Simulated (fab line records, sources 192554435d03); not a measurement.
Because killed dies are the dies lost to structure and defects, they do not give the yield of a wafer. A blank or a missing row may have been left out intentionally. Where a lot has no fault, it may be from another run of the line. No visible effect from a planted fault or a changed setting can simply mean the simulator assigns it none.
Split-lot experiment ; flow n5 finfet ; 39 wafers read across 7 lots, on a route 1938 steps long

SPLIT DETAILS
At N5_DUMMY_GATE_CVD_03 (deposits a-Si from SiH4, target thk 150 nm, time 8042 s), the setting time s was moved away from the recipe's 8042 s on 24 of the 39 wafers read, by -55.4% to +52.4%. All remaining wafers had this setting at the recipe value.

The split's own step is where the reading is taken.

THE READING
a-Si_of_DUMMY_GATE_CVD_03.thk nm (the simulator's own value, which no gauge read), in nm, at N5_DUMMY_GATE_CVD_03 (deposits a-Si from SiH4, target thk 150 nm, time 8042 s). The file gives no usual value for it. Average 149.9 nm, standard deviation 0.82 nm, over the 15 wafers here run with the recipe.

wafer;tool, chamber at the split;time s as run, s;against the recipe;a-Si_of_DUMMY_GATE_CVD_03.thk nm, nm;against lot-mates on the recipe
L074.2;lpcvd-02, 0/45;8042;recipe;149.8;-
L074.4;lpcvd-02, 0/54;8042;recipe;149.4;-
L074.6;lpcvd-02, 0/64;8042;recipe;150;-
L076.1;-, -;8042;recipe;151.2;-
L076.2;-, -;8042;recipe;150.4;-
L076.3;-, -;8042;recipe;149.8;-
L076.4;-, -;8042;recipe;150.8;-
L076.5;-, -;8042;recipe;150.8;-
L076.6;-, -;8042;recipe;150.6;-
L085.1;-, -;8042;recipe;148;-
L085.2;-, -;8042;recipe;149;-
L085.6;-, -;8042;recipe;149;-
L085.3;-, -;8042;recipe;150;-
L085.5;-, -;8042;recipe;150;-
L085.4;-, -;8042;recipe;149.2;-
L086.1;-, -;10840;+34.8%;200.6;no lot-mate on the recipe
L086.2;-, -;10840;+34.8%;200;no lot-mate on the recipe
L086.3;-, -;10840;+34.8%;201.8;no lot-mate on the recipe
L086.4;-, -;10840;+34.8%;201;no lot-mate on the recipe
L086.6;-, -;10840;+34.8%;201;no lot-mate on the recipe
L086.5;-, -;10840;+34.8%;200.8;no lot-mate on the recipe
L087.1;-, -;3584;-55.4%;64.8;no lot-mate on the recipe
L087.2;-, -;3584;-55.4%;65.2;no lot-mate on the recipe
L087.3;-, -;3584;-55.4%;65.2;no lot-mate on the recipe
L087.4;-, -;3584;-55.4%;65.8;no lot-mate on the recipe
L087.5;-, -;3584;-55.4%;66;no lot-mate on the recipe
L087.6;-, -;3584;-55.4%;64.4;no lot-mate on the recipe
L094.1;-, -;12260;+52.4%;228.4;no lot-mate on the recipe
L094.2;-, -;12260;+52.4%;228.6;no lot-mate on the recipe
L094.3;-, -;12260;+52.4%;230.8;no lot-mate on the recipe
L094.4;-, -;12260;+52.4%;229.6;no lot-mate on the recipe
L094.5;-, -;12260;+52.4%;229.2;no lot-mate on the recipe
L094.6;-, -;12260;+52.4%;229.8;no lot-mate on the recipe
L095.1;-, -;10410;+29.4%;194.2;no lot-mate on the recipe
L095.2;-, -;10410;+29.4%;195.8;no lot-mate on the recipe
L095.3;-, -;10410;+29.4%;196.4;no lot-mate on the recipe
L095.4;-, -;10410;+29.4%;195;no lot-mate on the recipe
L095.5;-, -;10410;+29.4%;194.6;no lot-mate on the recipe
L095.6;-, -;10410;+29.4%;194.8;no lot-mate on the recipe

THE FIT
A straight line over all 39 wafers: a-Si_of_DUMMY_GATE_CVD_03.thk nm changes by +1.52 nm for each +1% of time s; r = +1.00; the points scatter about the line by 1.1 nm.
Too few moved wafers have a lot-mate on the recipe to fit a line with each lot's own level taken away.

THE WHOLE CHAIN: every reading that the file lists as answering this split, in the file's order
step;what it does;reading;change (the file's fit);r (the file's)
N5_DUMMY_GATE_CVD_03;deposits a-Si from SiH4, target thk 150 nm, time 8042 s;a-Si_of_DUMMY_GATE_CVD_03.thk nm (the simulator's own value, which no gauge read);+1.52 nm for each +1% of the setting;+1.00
N5_DUMMY_GATE_CMP_04;polishes a-Si;time to endpoint s;withheld for each +1% of the setting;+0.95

FILE'S OWN FIT
a-Si_of_DUMMY_GATE_CVD_03.thk nm changes by +1.52 nm for each +1% of time s, r = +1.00.
